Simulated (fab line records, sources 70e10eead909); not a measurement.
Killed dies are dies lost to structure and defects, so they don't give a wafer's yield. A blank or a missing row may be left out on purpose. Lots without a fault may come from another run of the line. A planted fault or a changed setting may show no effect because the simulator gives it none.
A struck lot beside a sound one | flow nand_harc | 43 steps out of a route of 1159
Sound: wafers L748.2, L748.3, L748.6. Struck: wafer L740.2. (L740.3 of the same lot was not struck and is left out.) The cause comes at the end.
At each step with rows: each side's tool, then ch and its chambers, then its first start. Under that, the readings that differ: sound wafers | struck wafers | difference of the means | sigmas: that difference in standard deviations of wafers without a fault.
alike: readings whose means differ by less than 2 such deviations, and words and numbers that are the same on both sides. not compared: withheld readings, readings that some wafer has no value for, bounds like >300 that may hide the same value, and numbers for which the record gives no deviation and whose values overlap.
The two part at a step that has a row with sigmas, a row that says differs or no value, or rows on one side only. Numbers that don't overlap but have no deviation are shown without sigmas and don't part them. A reading that every wafer of one side lacks parts them only if that side has two wafers or more.

first, 1 step without rows for these wafers: NHARC_A_CONTACT_ETCH_121 (etches the open film in C4F8/O2/Ar, time 94 s, target depth 922 nm).
NHARC_A_CONTACT_ETCH_122: etches the open film in C4F8/O2/Ar, time 95 s, target depth 930 nm.
  sound on har_cap_etch-03 ch 0,1, day 20 08:56; struck on har_cap_etch-01 ch 0, day 18 16:49
  not compared: rf_hours_counter_h
then, 2 steps without rows for these wafers: NHARC_A_CONTACT_ETCH_123 (etches the open film in C4F8/O2/Ar, time 253 s, target depth 1090 nm); NHARC_A_CONTACT_ETCH_90 (etches the open film in CH3F/O2, target depth 40 nm, time 85.7 s).
NHARC_A_CONTACT_ETCH_96: etches the open film in C4F6/O2, target depth 20 nm, time 10 s.
  sound on rie_diel-11 ch 0,1,2; struck on rie_diel-11 ch 3
  alike: drypump_motor_current_A, oes_product_au, rf_vpp_V, showerhead_plenum_p_Torr, throttle_valve_pct
  not compared: rf_hours_counter_h
NHARC_A_CONTACT_CD_MEAS_53:
  sound on cd_sem-02, day 20 09:51; struck on cd_sem-01, day 18 17:52
  reading    | sound             | struck | difference | sigmas
  cd_nm (nm) | 188.1 188.7 189.0 | 190.5  | +1.9       | +3
then, 6 steps without rows for these wafers: NHARC_A_CONTACT_STRIP_99 (strips in N2/H2); NHARC_A_CONTACT_STRIP_100 (strips in CF4/CHF3); NHARC_A_CONTACT_STRIP_101 (strips in O2/COS); NHARC_A_CONTACT_ETCH_102 (etches the open film in CF4/O2, target depth 70 nm, overetch 7 nm, time 38.5 s); NHARC_A_CONTACT_STRIP_55 (strips in O2); NHARC_A_CONTACT_STRIP_56 (strips in post etch residue remover, time 600 s).
NHARC_A_CONTACT_DEP_57: deposits aC, target thk 2800 nm.
  sound on acl_dep-03 ch 0, day 20 12:28; struck on acl_dep-01 ch 0, day 18 20:12
  alike: throttle_valve_pct
then, 11 steps without rows for these wafers: NHARC_A_CONTACT_DEP_58 (deposits SiON, target thk 60 nm); NHARC_A_CONTACT_DEHYDRATE_59 (time 120 s); NHARC_A_CONTACT_HMDS_60 (time 30 s); NHARC_A_CONTACT_COAT_61 (time 75 s); NHARC_A_CONTACT_COAT_62 (time 65 s); NHARC_A_CONTACT_COAT_63 (resist thk 90 nm); NHARC_A_CONTACT_SOFTBAKE_64 (time 55 s); NHARC_A_CONTACT_EBR_65; NHARC_A_CONTACT_EXPOSE_66 (exposes mask A CC 2); NHARC_A_CONTACT_PEB_67 (peb time 65 s); NHARC_A_CONTACT_DEVELOP_68 (develop time 35 s).
NHARC_A_CONTACT_CD_MEAS_69: target cd 200 nm.
  sound on cd_sem-01 ch 0, day 20 14:31; struck on cd_sem-01 ch 0, day 18 22:22
  alike: cd_nm
NHARC_A_CONTACT_OVL_MEAS_70:
  sound on overlay-02, day 20 14:36; struck on overlay-01, day 18 22:28
  reading           | sound       | struck | difference | sigmas
  overlay_y_nm (nm) | 2.3 1.3 2.5 | -0.7   | -2.7       | -4
  alike: overlay_x_nm
NHARC_A_CONTACT_INSPECT_71:
  sound on defect_inspect-02, day 20 14:38; struck on defect_inspect-02, day 18 22:30
  alike: raw_defect_count
then, 10 steps without rows for these wafers: NHARC_A_CONTACT_DESCUM_74 (chemistry O2, time 3 s); NHARC_A_CONTACT_ETCH_75 (etches the open film in CF4, target depth 39 nm, time 65 s); NHARC_A_CONTACT_ETCH_76 (etches the open film in N2/H2, target depth 260 nm, time 475.3 s); NHARC_A_CONTACT_ETCH_77 (etches the open film in CF4/CHF3, target depth 72.6 nm, time 36.3 s); NHARC_A_CONTACT_ETCH_78 (etches the open film in O2/COS, target depth 2800 nm, time 728 s); NHARC_A_CONTACT_ETCH_124 (etches the open film in C4F8/O2/Ar, time 140 s, target depth 700 nm); NHARC_A_CONTACT_ETCH_125 (etches the open film in C4F8/O2/Ar, time 155 s, target depth 956 nm); NHARC_A_CONTACT_ETCH_126 (etches the open film in C4F8/O2/Ar, time 155 s, target depth 956 nm); NHARC_A_CONTACT_ETCH_127 (etches the open film in C4F8/O2/Ar, time 155 s, target depth 956 nm); NHARC_A_CONTACT_ETCH_128 (etches the open film in C4F8/O2/Ar, time 155 s, target depth 956 nm).
NHARC_A_CONTACT_ETCH_129: etches the open film in C4F8/O2/Ar, time 155 s, target depth 956 nm.
  sound on har_cap_etch-01 ch 0,1, day 20 16:41; struck on har_cap_etch-03 ch 0, day 19 00:29
  not compared: rf_hours_counter_h
NHARC_A_CONTACT_ETCH_130: etches the open film in C4F8/O2/Ar, time 155 s, target depth 956 nm.
  sound on har_cap_etch-01 ch 0,1, day 20 16:49; struck on har_cap_etch-03 ch 0, day 19 00:37
  not compared: rf_hours_counter_h
then, 2 steps without rows for these wafers: NHARC_A_CONTACT_ETCH_131 (etches the open film in C4F8/O2/Ar, time 155 s, target depth 956 nm); NHARC_A_CONTACT_ETCH_132 (etches the open film in C4F8/O2/Ar, time 156 s, target depth 958 nm).
NHARC_A_CONTACT_ETCH_133: etches the open film in C4F8/O2/Ar, time 195 s, target depth 840 nm.
  sound on har_cap_etch-01 ch 0,1, day 20 17:15; struck on har_cap_etch-03 ch 0, day 19 01:03
  not compared: rf_hours_counter_h
-- the record jumps here: 2 days lie between the struck wafers' starts before and after (it left off in module A_CONTACT and takes up again in module END, whose first step shown is number 1159 of the route) --
NHARC_END_SORT_01:
  the record has rows for the struck wafers here (prober-01 ch 0, day 21 10:15) and none for the sound ones

WHERE THEY PART
First at NHARC_A_CONTACT_CD_MEAS_53; last, within this record, at NHARC_END_SORT_01.

WHY: what the simulator had put in
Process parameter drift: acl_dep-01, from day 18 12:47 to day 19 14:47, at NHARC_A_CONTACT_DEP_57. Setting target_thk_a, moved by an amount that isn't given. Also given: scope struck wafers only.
